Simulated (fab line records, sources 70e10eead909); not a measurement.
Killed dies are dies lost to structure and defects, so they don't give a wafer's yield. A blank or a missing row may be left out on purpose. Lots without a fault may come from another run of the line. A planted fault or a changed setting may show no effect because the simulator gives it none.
Chamber matching | flow nand_harc | NHARC_A_DECK1_JOINT_ETCHBACK_00 on rie_si-03: 4 sister chambers
The step etches the open film in HBr, target depth 30 nm, time 17.4 s. 7 wafers are shown with their chamber, then 7 later ones without.

WAFERS WITH THEIR CHAMBER
wafer  | chamber | oes_product_au (a.u.) | throttle_valve_pct (%)
L079.1 | 1       | 0.989                 | 23.274
L081.2 | 0       | 0.997                 | 23.246
L084.3 | 3       | 0.989                 | 23.266
L084.4 | 2       | 0.983                 | 23.272
L084.5 | 0       | 0.994                 | 23.274
L085.2 | 2       | 0.980                 | 23.255
L085.4 | 3       | 0.988                 | 23.271

WAFERS WITHOUT THEIR CHAMBER
wafer  | oes_product_au (a.u.) | throttle_valve_pct (%)
L085.6 | 0.988                 | 23.264
L091.3 | 1.000                 | 23.278
L091.5 | 0.991                 | 23.255
L091.6 | 0.993                 | 23.267
L094.1 | 1.015                 | 23.262
L094.2 | 0.995                 | 23.249
L094.5 | 1.034                 | 23.263

WHICH CHAMBER EACH WENT THROUGH
wafer  | from the rows above          | in truth
L085.6 | can't be placed: 3 or 1      | 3
L091.3 | 0                            | 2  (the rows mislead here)
L091.5 | can't be placed: 3 or 1 or 0 | 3
L091.6 | can't be placed: 0 or 1 or 3 | 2
L094.1 | 0                            | 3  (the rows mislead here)
L094.2 | 0                            | 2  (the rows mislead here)
L094.5 | 0                            | 0
Placed correctly: 1 of 7. Can't be placed from these rows: 3 (the true chamber is among the candidates in 2). Placed wrongly: 3.
How it was worked out, from the rows above alone: a wafer's distance from a chamber is the root of the sum, over the readings, of the square of ((its reading less the chamber's mean) divided by the reading's scatter). The wafer belongs to the nearest chamber; if the next one is less than 2 further off, it can't be placed. A chamber's mean is the mean of its shown wafers. The scatter: the root of (the sum of the squares of (reading less its chamber's mean) over the shown wafers, divided by (wafers less chambers)).
